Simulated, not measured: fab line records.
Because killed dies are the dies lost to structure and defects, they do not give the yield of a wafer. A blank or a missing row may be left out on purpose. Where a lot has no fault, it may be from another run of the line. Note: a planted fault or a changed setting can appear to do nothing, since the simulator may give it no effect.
Chamber matching -- flow nand harc -- cmp-01 running NHARC_A_WL_FILL_CMP_12: 4 sister chambers
The step polishes, t overpolish 30 s, target thk 100 nm. 14 wafers are shown with their chamber, then 7 later ones without.

## EACH WAFER AND ITS CHAMBER
wafer,chamber,motor current A (A),time to endpoint s (s),overpolish run s (s)
L983.1,1,12.0,17.7,29.985
L983.4,0,10.5,15.6,29.992
L983.5,2,11.0,16.0,29.999
L987.1,0,9.8,18.5,29.982
L987.4,3,11.7,16.5,29.998
L987.6,0,10.9,18.1,30.007
L990.2,3,11.6,19.6,29.985
L990.4,1,11.8,22.7,30.006
L990.6,3,11.9,19.3,29.999
L999.4,2,10.3,20.2,29.992
L999.5,0,10.6,18.8,30.004
L999.6,1,11.3,19.6,29.989
L100.2,2,10.9,15.1,30.008
L100.3,0,10.5,18.1,30.001

SIGNATURES (averages over the wafers above)
reading,chamber 0,chamber 1,chamber 2,chamber 3,scatter within a chamber
motor current A,10.460,11.700,10.733,11.733,0.353
time to endpoint s,17.820,20.000,17.100,18.467,2
overpolish run s,29.99720,29.99333,29.99967,29.99400,0.00956
Rule: a wafer lies at a distance from a chamber equal to the root of the sum of squares, over the readings, of (its reading less the chamber's mean, divided by the reading's scatter). The wafer belongs to the nearest chamber; if the next one is less than 2 further off, it can't be placed. The scatter: take each reading less its chamber's mean, square it, sum over the shown wafers, divide by the number of wafers less the number of chambers, and take the root.

## WAFERS WHOSE CHAMBER IS MISSING
wafer,motor current A (A),time to endpoint s (s),overpolish run s (s)
L100.6,12.1,19.6,30.004
L102.3,10.9,16.5,30.006
L102.4,11.7,16.1,29.999
L102.6,10.8,18.5,29.999
L101.3,11.7,16.9,30.012
L101.4,11.2,18.0,29.989
L101.5,11.4,18.7,30.009

## WHICH CHAMBER EACH ONE RAN IN
wafer,from the rows above,in truth
L100.6,can't be placed: 3 or 1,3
L102.3,can't be placed: 2 or 0 or 3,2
L102.4,can't be placed: 3 or 1 or 2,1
L102.6,can't be placed: 2 or 0 or 3 or 1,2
L101.3,can't be placed: 3 or 1 or 2 or 0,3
L101.4,can't be placed: 3 or 2 or 1 or 0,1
L101.5,can't be placed: 3 or 1 or 2 or 0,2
0 of 7 placed correctly. From these rows, 7 cannot be placed; in 7 the true chamber is one of the candidates. Wrongly placed: 0.
